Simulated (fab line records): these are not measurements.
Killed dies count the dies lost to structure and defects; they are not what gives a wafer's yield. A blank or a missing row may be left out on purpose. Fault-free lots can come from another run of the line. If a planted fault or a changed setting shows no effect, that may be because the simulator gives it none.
A struck lot beside a sound one || flow n5 finfet || 30 steps out of a route of 1938
Sound: these wafers, L836.2, L836.3, L836.5. The struck wafers were L850.2, L850.5, L850.6. The cause is named last.
For every step that has rows: the tool of each side, followed by ch and its chambers, followed by its first start. Under that, the readings that differ: sound wafers || struck wafers || difference of the means || sigmas: that difference in standard deviations of wafers without a fault.
alike: readings with means less than 2 such deviations apart, plus words and numbers identical on both sides. not compared: withheld readings, readings lacking a value on some wafer, bounds such as >300 that could conceal the same value, and numbers that have no deviation in the record and whose values overlap.
A row with sigmas, a row that says differs or no value, or rows on one side alone: a step with any of these is where the two part. Non-overlapping numbers with no deviation appear without sigmas and do not part them. A reading that every wafer of one side lacks parts them only if that side has two wafers or more.

first, 2 steps without rows for these wafers: N5_BEOL_M12_PRECLEAN_39 (cleans in residue remover, time 60 s); N5_BEOL_M12_SRD_40 (time 30 s, dry time 30 s).
N5_BEOL_M12_DEGAS_41: time 60 s.
  sound on pvd sputter-03, day 12 18:22; struck on pvd sputter-03, day 15 21:11
  alike: heater power w
N5_BEOL_M12_PRE_CLEAN_42: time 30 s.
  sound on pvd sputter-03, day 12 18:25; struck on pvd sputter-03, day 15 21:13
  alike: heater power w
then, 1 step without rows for these wafers: N5_BEOL_M12_SPUTTER_43 (material TaN, target thk 15 nm, time 24.19 s).
N5_BEOL_M12_SPUTTER_44: material Ta, target thk 10 nm, time 16.13 s.
  sound on pvd sputter-03, day 12 18:32; struck on pvd sputter-03, day 15 21:20
  alike: throttle valve pct
then, 2 steps without rows for these wafers: N5_BEOL_M12_SPUTTER_45 (material Cu, target thk 80 nm, time 13.33 s); N5_BEOL_M12_ECD_47 (material Cu, target thk 720 nm).
N5_BEOL_M12_ANNEAL_48: time 90 s.
  sound on rtp anneal-02 ch 0, day 12 19:14; struck on rtp anneal-02 ch 0, day 15 21:44
  alike: wafer_temp_C_max
then, 1 step without rows for these wafers: N5_BEOL_M12_CMP_49 (polishes, stops on SiOC, t overpolish 20.6 s, target thk 320 nm).
N5_BEOL_M12_THK_MEAS_50: measures by xrf.
  sound on film metro-01, day 12 19:47; struck on film metro-02, day 15 22:17
{"reading": "M12_THK (nm)", "sound": "309 305 304", "struck": "323 315 323", "difference": "+14", "sigmas": "+2"}
then, 1 step without rows for these wafers: N5_BEOL_M12_PRE_CLEAN_52 (time 15 s).
N5_BEOL_M12_DEP_53: deposits SiCN from 3MS/NH3, target thk 30 nm, time 10.5 s.
  sound on pecvd-03 ch 1,2, day 12 19:51; struck on pecvd-03 ch 0,1,2, day 15 22:20
  alike: showerhead plenum p Torr, throttle valve pct
N5_BEOL_M12_RS_MEAS_54: uses a four-point probe to measure.
  sound on film metro-01, day 12 19:55; struck on film metro-02, day 15 22:24
{"reading": "M12_RS (ohm/sq)", "sound": "0.0615 0.0622 0.0624", "struck": "0.0587 0.0605 0.0589", "difference": -0.0027, "sigmas": -2}
N5_BEOL_M12_INSPECT_55: inspects for defects (darkfield).
  sound on defect inspect-01, day 12 19:56; struck on defect inspect-01, day 15 22:26
{"reading": "raw defect count", "sound": "50 32 63", "struck": "654 699 617", "difference": "+608", "sigmas": "+34"}
then, 1 step without rows for these wafers: N5_BEOL_M13_ILD_DEP_00 (deposits SiOC from DEMS/O2, target thk 837.92 nm, time 166.4 s).
N5_BEOL_M13_THK_MEAS_01:
  sound on film metro-01, day 12 20:08; struck on film metro-01, day 15 22:37
  alike: M13_ILD_THK
then, 8 steps without rows for these wafers: N5_BEOL_M13_COAT_58 (time 60 s, resist thk 89 nm); N5_BEOL_M13_COAT_04 (resist thk 400 nm); N5_BEOL_M13_EBR_06; N5_BEOL_M13_SOFTBAKE_05 (time 60 s); N5_BEOL_M13_EXPOSE_07 (exposes mask V12); N5_BEOL_M13_PEB_08 (peb time 90 s); N5_BEOL_M13_DEVELOP_09 (develop time 45 s); N5_BEOL_M13_HARDBAKE_14 (time 120 s).
N5_BEOL_M13_CD_MEAS_10: target cd 190 nm.
  sound on cd sem-02 ch 0, day 12 20:34; struck on cd sem-03 ch 0, day 15 23:02
  alike: cd nm
N5_BEOL_M13_OVL_MEAS_11:
  sound on overlay-02 ch 0, day 12 20:35; struck on overlay-02 ch 0, day 15 23:04
  alike: V12_OVL
N5_BEOL_M13_INSPECT_12: inspects for defects (macro).
  sound on defect inspect-02, day 12 20:37; struck on defect inspect-02, day 15 23:06
{"reading": "raw defect count", "sound": "2 1 0", "struck": ">300 >300 >300", "difference": "differs", "sigmas": ""}
N5_BEOL_M13_DESCUM_15: chemistry O2, time 7.9 s.
  sound on rie diel-06 ch 0,1,3, day 12 20:38; struck on rie diel-04 ch 2,3, day 15 23:08
  alike: drypump motor current A, oes product au, rf vpp V, showerhead plenum p Torr, throttle valve pct
  not compared: rf hours counter h
N5_PASSIVATION_PROBE_49:
  only the struck wafers here have rows in the record (prober-02, day 17 09:05); the sound ones have none

== WHERE THEY PART ==
Earliest at N5_BEOL_M12_THK_MEAS_50; latest, in this record, at N5_PASSIVATION_PROBE_49.

WHY: the cause the simulator had injected
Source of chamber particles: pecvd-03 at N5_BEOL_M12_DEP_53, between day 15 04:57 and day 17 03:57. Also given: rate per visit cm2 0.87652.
